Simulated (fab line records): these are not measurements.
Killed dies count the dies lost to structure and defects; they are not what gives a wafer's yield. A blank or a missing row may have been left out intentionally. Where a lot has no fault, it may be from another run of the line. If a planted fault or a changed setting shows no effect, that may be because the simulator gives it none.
Split-lot study    flow n5_finfet    7 lots, 21 wafers read, on a route of 1938 steps

SPLIT DETAILS
At N5_BEOL_M7_EXPOSE_08 (exposes mask M7), the setting dose_mj was moved away from the recipe's 68.25 on 8 of the 21 wafers read, by -7.1% to +4.8%. For the rest of the wafers, this setting stayed at what the recipe calls for.

FROM THE SPLIT TO THE READING: what the file shows between them, 10 steps
- N5_BEOL_M7_PEB_09: peb time 60 s
- N5_BEOL_M7_DEVELOP_10: develop time 30 s
- N5_BEOL_M7_CD_MEAS_11: target cd 38.5 nm
- N5_BEOL_M7_DESCUM_16: chemistry O2, time 7.9 s
- N5_BEOL_M7_ETCH_61: etches SiARC in CF4, target depth 45.5 nm, time 75.8 s
- N5_BEOL_M7_ETCH_62: etches SOC in N2/H2, target depth 110 nm, overetch 22 nm, time 165 s
- N5_BEOL_M7_STRIP_68: strips in N2/H2
- N5_BEOL_M7_STRIP_67: strips in CF4
- N5_BEOL_M7_HM_OPEN_17: chemistry Cl2/BCl3, target TiN, target depth 20 nm, overetch 6 nm
- N5_BEOL_M7_STRIP_19: strips in O2

THE READING
cd_nm, in nm, at N5_BEOL_M7_CD_MEAS_18 (pitch 80 nm, target cd 40 nm). On this fab line, fault-free wafers typically give 40.1 nm with a standard deviation of 0.57 nm.

wafer   tool, chamber at the split  dose_mj as run  against the recipe  cd_nm, nm  against lot-mates on the recipe
L074.2  arfi_scanner-03, 0          68.25           recipe              39.4       -
L074.5  arfi_scanner-03, 0          68.25           recipe              40.0       -
L074.6  arfi_scanner-03, 0          68.25           recipe              39.6       -
L077.1  arfi_scanner-01, 0          63.39           -7.1%               36.5       -4.0
L077.3  arfi_scanner-01, 0          68.25           recipe              40.2       -
L077.4  arfi_scanner-01, 0          68.25           recipe              40.8       -
L079.3  arfi_scanner-02, 0          68.25           recipe              39.4       -
L079.5  arfi_scanner-02, 0          63.59           -6.8%               36.3       -3.1
L079.6  arfi_scanner-02, 0          63.59           -6.8%               36.7       -2.7
L080.2  arfi_scanner-03, 0          68.25           recipe              39.7       -
L080.3  arfi_scanner-03, 0          63.99           -6.2%               37.2       -3.0
L080.5  arfi_scanner-03, 0          68.25           recipe              40.7       -
L090.4  arfi_scanner-03, 0          69.85           +2.3%               40.8       +1.2
L090.5  arfi_scanner-03, 0          69.85           +2.3%               41.5       +1.9
L090.6  arfi_scanner-03, 0          68.25           recipe              39.6       -
L093.3  arfi_scanner-01, 0          68.25           recipe              39.8       -
L093.5  arfi_scanner-01, 0          68.25           recipe              39.6       -
L093.6  arfi_scanner-01, 0          63.97           -6.3%               36.9       -2.8
L097.1  arfi_scanner-03, 0          68.25           recipe              40.9       -
L097.3  arfi_scanner-03, 0          71.55           +4.8%               43.6       +2.5
L097.4  arfi_scanner-03, 0          68.25           recipe              41.3       -

THE FIT
A straight line over all 21 wafers: cd_nm changes by +0.53 nm for each +1% of dose_mj; r = +0.95; the points scatter about the line by 0.58 nm.
The same after taking each lot's own level away (the mean of its wafers on the recipe; 21 wafers): +0.489 nm for each +1%; r = +0.98; scatter 0.34 nm.
According to that fit, moving dose_mj by its largest amount changes the reading by 3.5 nm.
Across the lots, their own levels run from 39.40 to 41.10 nm, a range of 3.0 times the standard deviation given above.
Hence the lot-to-lot level has little effect on the slope; both slopes agree.
Check: with one of the wafers moved furthest among these (-7.1%) left out of the fit, the line predicts -3.26 nm for it against its lot-mates. Against them it came out at -4 nm.

THE OTHER SPLITS THESE WAFERS WENT THROUGH
These wafers also went through other splits before the reading. Each is held against what the fit with the lots' levels taken away leaves over:
other split on the same wafers  wafers away from the commonest value  r with cd_nm (lot level and that fit taken away)
N5_BEOL_M3_ETCH_70 bias_w       6                                     +0.14
N5_BEOL_M4_COAT_73 spin_rpm     10                                    -0.16
N5_BEOL_M4_COAT_05 spin_rpm     4                                     -0.37
N5_BEOL_M5_ETCH_72 bias_w       6                                     +0.22
N5_BEOL_M5_COAT_22 spin_rpm     6                                     -0.03
N5_BEOL_M7_PECVD_70 temp_c      6                                     -0.31

THE WHOLE CHAIN: every reading that the file lists as answering this split, in the file's order
step                   what it does                                                          reading                                                                change (the file's fit)                r (the file's)
N5_BEOL_M7_CD_MEAS_11  target cd 38.5 nm                                                     cd_nm                                                                  +0.454 nm for each +1% of the setting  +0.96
N5_BEOL_M7_ETCH_61     etches SiARC in CF4, target depth 45.5 nm, time 75.8 s                BEOL_M7.cd_offset_nm (the simulator's own value, which no gauge read)  +0.47 nm for each +1% of the setting   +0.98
N5_BEOL_M7_ETCH_62     etches SOC in N2/H2, target depth 110 nm, overetch 22 nm, time 165 s  BEOL_M7.cd_offset_nm (the simulator's own value, which no gauge read)  +0.464 nm for each +1% of the setting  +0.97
N5_BEOL_M7_CD_MEAS_18  pitch 80 nm, target cd 40 nm                                          cd_nm                                                                  +0.492 nm for each +1% of the setting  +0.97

THE FILE'S OWN FIT
cd_nm changes by +0.492 nm for each +1% of dose_mj, r = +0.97.
